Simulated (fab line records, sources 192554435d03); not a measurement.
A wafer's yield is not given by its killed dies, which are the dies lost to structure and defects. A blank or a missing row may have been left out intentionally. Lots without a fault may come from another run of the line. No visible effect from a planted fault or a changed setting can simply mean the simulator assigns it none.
fab line records | flow n5_finfet
[record] lots = 7 wafers = 19 last_day = 16
route steps=1938 shown BEOL_M2@872 BEOL_M4@1111
lots that met no fault: taken from a fault-free run of the same line
start_h: hours from the record's first day to the start of the lot's first wafer shown | wait_h: how many hours have passed since the lot's step before this one | " identical to the entry in the row above | L1.1+2: a single row standing in for several wafers | - either no value or no given start | * or withheld: withheld | < > ~ a bound
route shown NAME@n: a module of which the file shows steps, and the number in the route of the first | usual: average and standard deviation across the fault-free wafers | same: alike in all rows | chamber/n: place in a boat | sites: per-site readings | _std_site: standard deviation of those values | _edge_site: mean of outer sites minus mean of inner sites | radius_mm: how far each site lies from the wafer's centre | mask NAME#n: copy n | behind: the tool/chamber that last shaped the wafer | hold: what put the lot on hold/how long, in hours/how the hold closed | device: whichever transistor did not switch (one of n, p or np) | end of line: the tests these same wafers got at the end of their route | a step given without rows: its recipe and nothing more | killed: dies lost to structure and defects at the first sort, not the wafer's yield | map: a wafer's dies, x killed, . not, _ none there
set.NAME: the setting as run; set.NAME@STEP: as run at that earlier step | model.NAME: the simulator's own value behind a step, which no gauge read
lots seen at some steps along the route; tables by step, rows by wafer
services: the hour from which a tool's chamber was out of use, counted from the record's first day as start_h (under 0 if before that day), plus the number of hours and why
[[steps]]
[step N5_BEOL_M2_SOFTBAKE_23]
[recipe] temp_c = 110 time_s = 60 resist = CAR-EUV
[step N5_BEOL_M2_EXPOSE_25]
[recipe] mask_id = V1 na = 0.33 source_shape = quasar sigma_inner = 0.2 sigma_outer = 0.8 polarization = unpolarized defocus_nm = 5 dose_mj = 63
[step N5_BEOL_M2_PEB_26]
[recipe] peb_temp_c = 100 peb_time_s = 60 resist = CAR-EUV
[step N5_BEOL_M2_DEVELOP_27]
[recipe] develop_time_s = 30 developer = TMAH resist = CAR-EUV rinse_liquid = surfactant_rinse dry = air_spin dev_temp_c = 23
[step N5_BEOL_M2_CD_MEAS_28]
[recipe] target_cd_nm = 26.2 landing_energy_ev = 500 detector = se_inlens target_cd_y_nm = 24.1 polarity = opening
[usual] cd_nm = 26.15/0.22
// columns lot.wafer tool chamber start_h wait_h cd_nm
L942.2 cd_sem-02 0 163.54 - 26.11
L942.4 " 0 " " 25.88
L942.5 " 0 " " 25.95
L946.4 cd_sem-02 0 186.26 - 26.26
L946.5 " 0 " " 26.16
L946.6 " 0 " " 26.20
L947.2 cd_sem-02 0 189.32 - 26.20
L947.5 " 0 " " 25.88
L947.6 " 0 " " 25.69
L954.3 cd_sem-03 0 231.78 - 26.07
L954.4 " 0 " " 25.72
L955.3 cd_sem-02 0 238.26 - 26.25
L955.4 " 0 " " 26.09
L957.1 cd_sem-01 0 252.14 - 26.32
L957.3 " 0 " " 25.97
L957.6 " 0 " " 26.19
L958.4 cd_sem-03 0 252.91 - 26.25
L958.5 " 0 " " 26.28
L958.6 " 0 " " 26.51
[step N5_BEOL_M2_OVL_MEAS_29]
[recipe] points_per_wafer = 522
[usual] V1_OVL = -0.4/0.67
// columns lot.wafer tool chamber start_h wait_h V1_OVL[nm]
L942.2 overlay-01 0 163.58 0.0 -1.1
L942.4 " 0 " " -1.2
L942.5 " 0 " " -1.6
L946.4 overlay-01 0 186.30 0.0 -0.4
L946.5 " 0 " " -0.5
L946.6 " 0 " " -0.3
L947.2 overlay-02 0 189.35 0.0 -2.0
L947.5 " 0 " " -1.4
L947.6 " 0 " " -1.5
L954.3 overlay-02 0 231.82 0.0 0.4
L954.4 " 0 " " -0.8
L955.3 overlay-02 0 238.30 0.0 -0.5
L955.4 " 0 " " -1.1
L957.1 overlay-01 0 252.17 0.0 0.7
L957.3 " 0 " " 0.3
L957.6 " 0 " " -0.9
L958.4 overlay-01 0 252.95 0.0 0.6
L958.5 " 0 " " -0.9
L958.6 " 0 " " 0.2
[step N5_BEOL_M2_INSPECT_30]
[recipe] mode = adi inspect_instrument = brightfield
[usual] raw_defect_count = 439/98
// columns lot.wafer tool chamber start_h wait_h raw_defect_count
L942.2 defect_inspect-01 - 163.63 0.0 586
L942.4 " - " " 417
L942.5 " - " " 418
L946.4 defect_inspect-02 - 186.35 0.0 457
L946.5 " - " " 474
L946.6 " - " " 412
L947.2 defect_inspect-02 - 189.40 0.0 386
L947.5 " - " " 438
L947.6 " - " " 410
L954.3 defect_inspect-02 - 231.86 0.0 343
L954.4 " - " " 313
L955.3 defect_inspect-01 - 238.35 0.0 452
L955.4 " - " " 543
L957.1 defect_inspect-02 - 252.23 0.1 289
L957.3 " - " " 457
L957.6 " - " " 294
L958.4 defect_inspect-02 - 252.99 0.0 329
L958.5 " - " " 508
L958.6 " - " " 527
[step N5_BEOL_M2_DESCUM_33]
[recipe] chemistry = O2 time_s = 7 source_power_w = 50 bias_power_w = 20 pressure_mtorr = 20 rf_frequency_hz = 2.712e+07 temp_c = 40 resist = CAR-EUV o2_flow_sccm = 225
[usual] drypump_motor_current_A = 5.7/0.5 o2_flow_sccm = 225.1/0.65 oes_product_au = 0.77/0.055 rf_vpp_V = 243.7/1.1 showerhead_plenum_p_Torr = 2.13/0.05 throttle_valve_pct = 20.52/0.25
[same] time_s = 7
// columns lot.wafer tool chamber start_h wait_h drypump_motor_current_A o2_flow_sccm oes_product_au rf_hours_counter_h rf_vpp_V showerhead_plenum_p_Torr throttle_valve_pct
L942.2 rie_diel-05 2 163.72 0.1 4.9 225.4 0.74 181 244.7 2.17 20.13
L942.4 " 0 " " 5.5 225.1 0.80 111 243.3 2.11 20.70
L942.5 " 0 " " 5.5 225.3 0.79 - 243.4 2.11 20.70
L946.4 rie_diel-02 2 186.38 0.0 5.1 224.5 0.72 191 241.1 2.09 20.97
L946.5 " 0 " " 6.5 224.8 0.87 - 243.9 2.20 20.33
L946.6 " 1 " " 6.3 225.5 0.70 - 243.5 2.05 20.19
L947.2 rie_diel-02 1 189.44 0.0 6.2 224.8 0.70 226 244.9 2.05 20.20
L947.5 " 1 " " 6.3 224.2 0.70 - 242.2 2.05 20.19
L947.6 " 0 " " 6.5 224.8 0.87 - 245.2 2.20 20.33
L954.3 rie_diel-06 2 231.90 0.0 5.5 224.9 0.77 138 243.0 2.08 20.28
L954.4 " 1 " " 5.7 223.2 0.68 225 241.5 2.16 20.65
L955.3 rie_diel-05 0 238.38 0.0 5.5 225.5 0.77 141 243.9 2.10 20.76
L955.4 " 1 " " 6.2 224.2 0.81 107 245.0 2.11 20.63
L957.1 rie_diel-06 3 252.58 0.3 5.7 224.4 0.80 113 242.1 2.11 20.65
L957.3 " 1 " " 5.7 225.4 0.67 231 244.9 2.16 20.66
L957.6 " 3 " " 5.7 224.8 0.79 - 245.3 2.11 20.64
L958.4 rie_diel-05 0 253.28 0.3 5.5 225.7 0.76 147 242.5 2.10 20.75
L958.5 " 2 " " 4.9 225.4 0.71 - 243.9 2.16 20.20
L958.6 " 3 " " 5.5 224.5 0.79 - 244.6 2.22 20.42
[step N5_BEOL_M2_ETCH_77]
[recipe] chemistry = N2/H2 target = underlayer target_depth_a = 65 mask_material = CAR-EUV time_s = 5.2 ion_energy_ev = 200 pressure_mtorr = 30 source_w = 840 bias_w = 150 n2_flow_sccm = 200 h2_flow_sccm = 200 ends = cleared
[usual] drypump_motor_current_A = 5.7/0.5 etch_rf_on_time_s = 5.19/0.11 n2_flow_sccm = 200.1/0.59 oes_product_au = 0.65/0.047 rf_vpp_V = 525.1/2.1 showerhead_plenum_p_Torr = 2.58/0.059 throttle_valve_pct = 17.91/0.2
// columns lot.wafer tool chamber start_h wait_h drypump_motor_current_A etch_rf_on_time_s n2_flow_sccm oes_product_au rf_hours_counter_h rf_vpp_V showerhead_plenum_p_Torr throttle_valve_pct
L942.2 rie_diel-05 2 163.75 0.0 4.9 5.24 199.6 0.62 181 527.3 2.64 17.69
L942.4 " 0 " " 5.5 4.99 200.3 0.67 111 524.5 2.55 17.92
L942.5 " 0 " " 5.5 5.01 199.8 0.67 - 523.6 2.55 17.93
L946.4 rie_diel-02 2 186.41 0.0 5.1 5.31 200.3 0.61 191 522.9 2.52 18.16
L946.5 " 0 " " 6.5 5.15 200.6 0.74 - 528.2 2.71 18.01
L946.6 " 1 " " 6.3 5.19 200.0 0.61 - 521.8 2.52 17.77
L947.2 rie_diel-02 1 189.47 0.0 6.3 5.23 199.7 0.60 226 521.3 2.52 17.78
L947.5 " 1 " " 6.3 5.17 200.0 0.60 - 524.4 2.52 17.77
L947.6 " 0 " " 6.6 5.09 198.7 0.74 - 525.7 2.71 18.00
L954.3 rie_diel-06 2 231.93 0.0 5.5 5.33 201.3 0.64 138 524.1 2.55 17.84
L954.4 " 1 " " 5.7 5.15 199.9 0.59 225 525.8 2.61 17.86
L955.3 rie_diel-05 0 238.41 0.0 5.5 4.95 199.2 0.66 141 523.1 2.53 17.97
L955.4 " 1 " " 6.2 5.06 200.0 0.69 107 524.4 2.56 18.03
L957.1 rie_diel-06 3 252.61 0.0 5.7 5.10 200.3 0.69 113 524.3 2.55 18.01
L957.3 " 1 " " 5.7 5.15 200.7 0.58 231 525.3 2.61 17.91
L957.6 " 3 " " 5.7 5.09 199.9 0.69 - 523.9 2.55 18.02
L958.4 rie_diel-05 0 253.32 0.0 5.5 5.01 199.5 0.65 147 524.9 2.53 17.98
L958.5 " 2 " " 4.9 5.26 199.2 0.59 - 526.6 2.63 17.71
L958.6 " 3 " " 5.5 5.37 199.3 0.67 - 525.4 2.65 17.70
[step N5_BEOL_M2_ETCH_69]
[recipe] chemistry = CF4 target = SiARC target_depth_a = 156 mask_material = CAR-EUV time_s = 26 ion_energy_ev = 80 pressure_mtorr = 40 source_w = 545 bias_w = 36 Ar_flow_sccm = 100 cf4_flow_sccm = 100 ends = cleared
[usual] drypump_motor_current_A = 5.7/0.5 etch_rf_on_time_s = 25.9/0.51 mfc_ar_sccm = 99.99/0.3 oes_product_au = 0.65/0.046 rf_vpp_V = 184.6/0.98 showerhead_plenum_p_Torr = 2.18/0.041 throttle_valve_pct = 15.67/0.22
// columns lot.wafer tool chamber start_h wait_h drypump_motor_current_A etch_rf_on_time_s mfc_ar_sccm oes_product_au rf_hours_counter_h rf_vpp_V showerhead_plenum_p_Torr throttle_valve_pct
L942.2 rie_diel-05 2 163.77 0.0 4.9 26.2 99.78 0.63 181 185.0 2.21 15.41
L942.4 " 0 " " 5.5 24.8 100.00 0.69 111 184.7 2.16 15.85
L942.5 " 0 " " 5.5 24.8 99.82 0.68 - 182.6 2.16 15.85
L946.4 rie_diel-02 2 186.43 0.0 5.1 26.3 99.85 0.61 191 184.0 2.14 16.07
L946.5 " 0 " " 6.5 25.0 99.82 0.74 - 184.0 2.25 15.54
L946.6 " 1 " " 6.3 25.9 99.92 0.60 - 184.2 2.11 15.49
L947.2 rie_diel-02 1 189.49 0.0 6.3 26.0 99.40 0.60 226 185.6 2.11 15.49
L947.5 " 1 " " 6.2 25.9 99.58 0.60 - 182.7 2.11 15.49
L947.6 " 0 " " 6.6 25.1 100.23 0.74 - 187.1 2.25 15.55
L954.3 rie_diel-06 2 231.95 0.0 5.5 26.0 100.11 0.65 138 185.0 2.15 15.58
L954.4 " 1 " " 5.7 25.5 100.41 0.59 225 183.8 2.20 15.82
L955.3 rie_diel-05 0 238.43 0.0 5.5 25.2 100.03 0.65 141 184.0 2.15 15.90
L955.4 " 1 " " 6.2 25.9 99.47 0.69 107 183.0 2.16 15.72
L957.1 rie_diel-06 3 252.63 0.0 5.7 25.8 100.07 0.68 113 182.6 2.16 15.73
L957.3 " 1 " " 5.7 25.5 99.98 0.58 231 184.6 2.20 15.83
L957.6 " 3 " " 5.7 25.6 99.60 0.68 - 185.1 2.16 15.73
L958.4 rie_diel-05 0 253.33 0.0 5.5 25.6 100.21 0.65 147 183.0 2.15 15.90
L958.5 " 2 " " 4.9 26.8 99.82 0.60 - 183.3 2.20 15.45
L958.6 " 3 " " 5.5 26.5 100.08 0.66 - 185.5 2.23 15.44
[step N5_BEOL_M2_ALD_98]
[recipe] material = SiO2 target_thk_a = 25 temp_c = 100 ald_precursor_family = BDEAS ald_co_reactant = O2-plasma pulse_time_s = 1 co_reactant_pulse_time_s = 1 purge_time_s = 2 co_reactant_purge_time_s = 2 ald_cycles = 17 pressure_torr = 2
[usual] heater_power_w = 77/6.3 precursor_pulse_height_rel = 1.000/0.018
[same] ald_cycles = 17
// columns lot.wafer tool chamber start_h wait_h heater_power_w precursor_pulse_height_rel
L942.2 ald_sin-02 0 163.85 0.1 71 0.993
L942.4 " 1 " " 72 0.980
L942.5 " 3 " " 74 1.003
L946.4 ald_sin-01 3 186.68 0.2 81 0.993
L946.5 " 2 " " 73 1.015
L946.6 " 3 " " 83 1.021
L947.2 ald_sin-04 2 189.69 0.2 94 1.034
L947.5 " 2 " " 93 0.997
L947.6 " 0 " " 74 1.010
L954.3 ald_sin-02 1 232.03 0.1 72 0.985
L954.4 " 2 " " 85 1.012
L955.3 ald_sin-01 2 238.51 0.1 72 1.016
L955.4 " 3 " " 81 0.980
L957.1 ald_sin-01 3 252.93 0.3 82 1.006
L957.3 " 2 " " 73 1.014
L957.6 " 1 " " 75 0.996
L958.4 ald_sin-01 3 253.43 0.1 82 1.008
L958.5 " 3 " " 82 0.989
L958.6 " 0 " " 71 1.008
[step N5_BEOL_M2_ETCHBACK_99]
[recipe] chemistry = CHF3 target = SiO2 target_depth_a = 50 time_s = 10.4 source_w = 215 bias_w = 47 Ar_flow_sccm = 200 CHF3_flow_sccm = 12 ion_energy_ev = 100 pressure_mtorr = 30
[usual] drypump_motor_current_A = 5.7/0.5 mfc_ar_sccm = 200.0/0.58 oes_product_au = 0.77/0.063 rf_vpp_V = 239/5.2 showerhead_plenum_p_Torr = 2.19/0.044 throttle_valve_pct = 17.15/0.28
[same] time_s = 10.4
// columns lot.wafer tool chamber start_h wait_h drypump_motor_current_A mfc_ar_sccm oes_product_au rf_hours_counter_h rf_vpp_V showerhead_plenum_p_Torr throttle_valve_pct
L942.2 rie_diel-05 0 167.53 3.6 5.5 200.5 0.79 114 244 2.18 17.38
L942.4 " 1 " " 6.2 200.3 0.85 - 247 2.19 17.20
L942.5 " 3 " " 5.4 200.0 0.82 - 237 2.26 16.81
L946.4 rie_diel-02 0 187.39 0.7 6.6 199.4 0.87 56 238 2.26 16.99
L946.5 " 2 " " 5.1 199.8 0.71 - 234 2.16 17.58
L946.6 " 1 " " 6.3 199.4 0.70 - 239 2.13 16.96
L947.2 rie_diel-05 1 191.78 2.0 6.2 200.6 0.82 89 245 2.18 17.22
L947.5 " 3 " " 5.5 199.6 0.81 - 236 2.25 16.81
L947.6 " 0 " " 5.5 200.7 0.78 - 244 2.18 17.38
L954.3 rie_diel-02 1 232.21 0.1 6.2 200.2 0.69 243 238 2.12 17.00
L954.4 " 0 " " 6.5 200.8 0.83 - 238 2.25 17.02
L955.3 rie_diel-02 1 245.65 7.1 6.3 199.4 0.69 247 238 2.12 17.01
L955.4 " 3 " " 5.9 200.7 0.74 143 229 2.15 17.39
L957.1 rie_diel-02 3 256.04 3.1 5.9 200.0 0.73 148 230 2.15 17.43
L957.3 " 0 " " 6.5 199.9 0.82 85 237 2.25 17.06
L957.6 " 3 " " 5.9 200.2 0.73 - 229 2.15 17.41
L958.4 rie_diel-05 0 256.53 3.1 5.5 199.7 0.76 149 244 2.17 17.43
L958.5 " 0 " " 5.5 200.1 0.75 - 243 2.17 17.43
L958.6 " 3 " " 5.5 199.7 0.78 - 237 2.24 16.88
[step N5_BEOL_M2_ETCH_70]
[recipe] chemistry = N2/H2 target = SOC target_depth_a = 800 overetch_a = 240 mask_material = SiARC temp_c = 40 time_s = 130 ion_energy_ev = 200 pressure_mtorr = 30 source_w = 840 bias_w = 150 n2_flow_sccm = 200 h2_flow_sccm = 200
[usual] drypump_motor_current_A = 5.7/0.51 n2_flow_sccm = 200.0/0.6 oes_product_au = 0.57/0.043 rf_vpp_V = 525.1/2.1 run_length_s = 153.4/0.49 showerhead_plenum_p_Torr = 2.58/0.065 throttle_valve_pct = 17.88/0.23
// columns lot.wafer tool chamber start_h wait_h drypump_motor_current_A n2_flow_sccm oes_product_au rf_hours_counter_h rf_vpp_V run_length_s showerhead_plenum_p_Torr throttle_valve_pct model.SiARC_of_BEOL_M2_COAT_68.thk_nm
L942.2 rie_diel-05 0 167.57 0.0 5.5 200.8 0.57 114 523.9 153.4 2.54 17.88 5.4
L942.4 " 1 " " 6.2 199.9 0.61 - 525.4 152.9 2.57 17.95 5.6
L942.5 " 3 " " 5.5 199.2 0.61 - 528.9 153.6 2.67 17.56 6
L946.4 rie_diel-02 0 187.42 0.0 6.5 200.5 0.64 56 527.3 153.3 2.71 17.95 5.8
L946.5 " 2 " " 5.1 200.0 0.53 - 525.3 154.1 2.52 18.13 6.2
L946.6 " 1 " " 6.3 199.6 0.52 - 520.8 152.6 2.52 17.72 6
L947.2 rie_diel-05 1 191.82 0.0 6.2 200.2 0.61 89 525.2 152.7 2.56 17.95 5.6
L947.5 " 3 " " 5.5 200.6 0.60 - 529.0 153.8 2.66 17.59 6
L947.6 " 0 " " 5.5 200.5 0.57 - 524.7 153.7 2.54 17.88 5.4
L954.3 rie_diel-02 1 232.25 0.0 6.3 199.7 0.56 243 522.1 141.2 2.51 17.76 6.4
L954.4 " 0 " " 6.6 200.4 0.62 - 527.5 152.9 2.70 17.98 5.8
L955.3 rie_diel-02 1 245.69 0.0 6.3 200.4 0.55 247 521.5 141.3 2.51 17.77 6.6
L955.4 " 3 " " 5.9 201.0 0.55 143 522.5 153.8 2.54 18.18 6
L957.1 rie_diel-02 3 256.08 0.0 5.9 201.4 0.54 148 524.3 153.7 2.54 18.21 6
L957.3 " 0 " " 6.5 200.8 0.66 85 529.0 141.8 2.70 18.03 6.2
L957.6 " 3 " " 5.9 200.7 0.55 - 523.4 153.4 2.54 18.22 6
L958.4 rie_diel-05 0 256.57 0.0 5.5 199.0 0.55 149 523.0 153.4 2.53 17.93 5.6
L958.5 " 0 " " 5.5 198.3 0.55 - 523.4 153.0 2.53 17.94 5.4
L958.6 " 3 " " 5.5 199.6 0.58 - 528.3 153.7 2.65 17.62 6
[step N5_BEOL_M2_STRIP_71]
[recipe] chemistry = N2/H2 temp_c = 40 n2_flow_sccm = 200 h2_flow_sccm = 200 rf_frequency_hz = 6e+07
[step N5_BEOL_M4_RC_MEAS_101]
[usual] DIBL_N = 35.9/1.6 DIBL_P = 35.6/2.1 IOFF_N = 0.149/0.029 IOFF_P = 0.20/0.033 ION_N = 671/11 ION_P = 460/7.3 SS_N = 71.4/0.62 SS_P = 73.2/0.65 VT_N = 251/3.1 VT_P = -251/3.4
// columns lot.wafer tool chamber start_h wait_h DIBL_N[mV/V] DIBL_P[mV/V] IOFF_N[nA/um] IOFF_P[nA/um] ION_N[uA/um] ION_P[uA/um] SS_N[mV/dec] SS_P[mV/dec] VT_N[mV] VT_P[mV]
L942.2 prober-02 0 193.12 0.2 36.4 37.4 0.163 0.22 670 460 71.7 73.4 249 -250
L942.4 " 0 " " 34.3 35.2 0.145 0.20 671 462 70.9 73.4 251 -251
L942.5 " 0 " " 33.6 33.6 0.123 0.17 662 452 72.0 72.4 256 -255
L946.4 prober-01 0 209.50 0.5 38.4 40.8 0.194 0.27 684 474 72.3 74.1 249 -245
L946.5 " 0 " " 37.5 40.9 0.187 0.27 691 475 71.2 74.5 246 -245
L946.6 " 0 " " 37.2 39.6 0.186 0.25 692 475 71.2 74.3 248 -247
L947.2 prober-01 0 222.77 0.2 35.2 35.6 0.148 0.20 677 470 70.5 73.3 251 -247
L947.5 " 0 " " 34.3 34.7 0.128 0.19 666 459 70.7 73.2 254 -249
L947.6 " 0 " " 34.4 34.8 0.140 0.19 675 461 71.5 73.0 252 -252
L954.3 prober-02 0 257.91 0.3 37.6 36.2 0.156 0.20 676 455 71.9 73.9 249 -250
L954.4 " 0 " " 36.7 35.3 0.145 0.19 672 460 70.9 73.0 251 -251
L955.3 prober-02 0 274.11 0.3 33.3 32.8 0.103 0.15 652 448 71.6 72.5 260 -253
L955.4 " 0 " " 35.9 34.9 0.128 0.17 664 455 71.9 73.5 255 -254
L957.1 prober-02 0 280.85 0.0 33.7 33.6 0.127 0.18 666 464 71.3 73.2 250 -250
L957.3 " 0 " " 37.2 35.9 0.165 0.21 666 459 71.4 73.1 251 -250
L957.6 " 0 " " 35.7 35.1 0.146 0.21 661 455 71.1 73.0 252 -250
L958.4 prober-01 0 283.83 0.5 35.0 33.9 0.123 0.19 661 459 72.3 73.0 254 -252
L958.5 " 0 " " 34.4 33.4 0.119 0.18 657 459 71.1 72.4 254 -251
L958.6 " 0 " " 35.0 34.5 0.129 0.21 673 470 71.4 72.9 252 -250
[[services]]
// columns tool chamber start_h hours kind
rie_diel-02 - 156.72 16.8 repair
rie_diel-06 1 161.09 4.9 repair
rie_diel-05 2 164.28 5.6 repair
ald_sin-02 - 177.21 14.0 pm
ald_sin-02 0 177.21 14.0 vent_cycle
ald_sin-02 1 177.21 14.0 vent_cycle
ald_sin-02 2 177.21 15.1 vent_cycle
ald_sin-02 3 177.21 14.0 vent_cycle
ald_sin-02 0 191.21 - clean
ald_sin-02 1 191.21 - clean
ald_sin-02 3 191.21 - clean
ald_sin-02 - 206.42 0.3 repair
rie_diel-06 3 211.16 15.1 repair
rie_diel-02 2 226.34 13.2 repair
ald_sin-01 3 232.49 1.4 repair
rie_diel-06 1 233.21 4.6 repair
rie_diel-06 - 242.52 0.3 repair
rie_diel-02 1 251.75 - clean
rie_diel-02 1 251.75 - consumable_replace:focus_ring
[[key]]
[first_sign] step = N5_BEOL_M2_ETCH_70 reading = run_length_s direction = down sigmas = 24 usual = * struck = *
effect none on later readings
[model_effect] step = N5_BEOL_M2_ETCH_70 value = SiARC_of_BEOL_M2_COAT_68.thk_nm without = 5.933 struck = 6.4
met_at N5_BEOL_M2_ETCH_70
struck_wafers L954.3,L955.3,L957.3
onset_between 187.42 232.25
[fault] kind = process_parameter_drift tool = rie_diel-02 chamber = - onset_h = 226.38 steps = N5_BEOL_M2_ETCH_70 channel = time_s offset = * shape = step end_h = 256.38 scope = struck_wafers_only acts_in = * stated = *
